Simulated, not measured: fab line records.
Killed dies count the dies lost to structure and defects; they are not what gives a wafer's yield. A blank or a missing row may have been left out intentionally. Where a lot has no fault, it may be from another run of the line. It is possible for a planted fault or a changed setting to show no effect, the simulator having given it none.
Matching of chambers / flow n5Finfet / N5_DUMMY_GATE_CMP_04 on cmp-02: 4 sister chambers
The step polishes a-Si. 8 wafers are shown with their chamber, then 7 later ones without.

== EACH WAFER AND ITS CHAMBER ==
wafer=L076.2; chamber=3; motorCurrentA (A)=11.1; timeToEndpointS (s)=12.6
wafer=L076.4; chamber=0; motorCurrentA (A)=11.0; timeToEndpointS (s)=14.7
wafer=L076.6; chamber=0; motorCurrentA (A)=10.6; timeToEndpointS (s)=12.9
wafer=L080.1; chamber=2; motorCurrentA (A)=9.5; timeToEndpointS (s)=18.6
wafer=L080.2; chamber=1; motorCurrentA (A)=10.3; timeToEndpointS (s)=17.2
wafer=L080.5; chamber=2; motorCurrentA (A)=9.1; timeToEndpointS (s)=16.9
wafer=L082.1; chamber=3; motorCurrentA (A)=10.7; timeToEndpointS (s)=14.6
wafer=L082.3; chamber=1; motorCurrentA (A)=10.2; timeToEndpointS (s)=11.5

== WAFERS WITH NO CHAMBER GIVEN ==
wafer=L082.6; motorCurrentA (A)=9.7; timeToEndpointS (s)=16.6
wafer=L084.2; motorCurrentA (A)=10.0; timeToEndpointS (s)=10.9
wafer=L084.3; motorCurrentA (A)=11.0; timeToEndpointS (s)=12.7
wafer=L084.6; motorCurrentA (A)=10.4; timeToEndpointS (s)=13.1
wafer=L092.3; motorCurrentA (A)=10.9; timeToEndpointS (s)=15.7
wafer=L092.5; motorCurrentA (A)=9.0; timeToEndpointS (s)=16.4
wafer=L092.6; motorCurrentA (A)=10.0; timeToEndpointS (s)=15.0

== CHAMBER TAKEN BY EACH ==
wafer=L082.6; from the rows above=can't be placed: 2 or 1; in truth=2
wafer=L084.2; from the rows above=can't be placed: 1 or 0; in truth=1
wafer=L084.3; from the rows above=can't be placed: 3 or 0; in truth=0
wafer=L084.6; from the rows above=can't be placed: 1 or 0 or 3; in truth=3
wafer=L092.3; from the rows above=can't be placed: 3 or 0 or 1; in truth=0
wafer=L092.5; from the rows above=2; in truth=2
wafer=L092.6; from the rows above=1; in truth=1
Correct placement for 2 of the 7. From these rows, 5 cannot be placed; in 5 the true chamber is one of the candidates. Number placed wrongly: 0.
How it was worked out, from the rows above alone: a wafer's distance from a chamber is the root of the sum, over the readings, of the square of ((its reading less the chamber's mean) divided by the reading's scatter). The wafer belongs to the nearest chamber; if the next one is less than 2 further off, it can't be placed. Each chamber's mean is taken over the wafers shown for it. How the scatter is found: for the shown wafers, subtract from each reading the mean of its chamber, square and add these, divide the total by (wafers less chambers), then take the root.
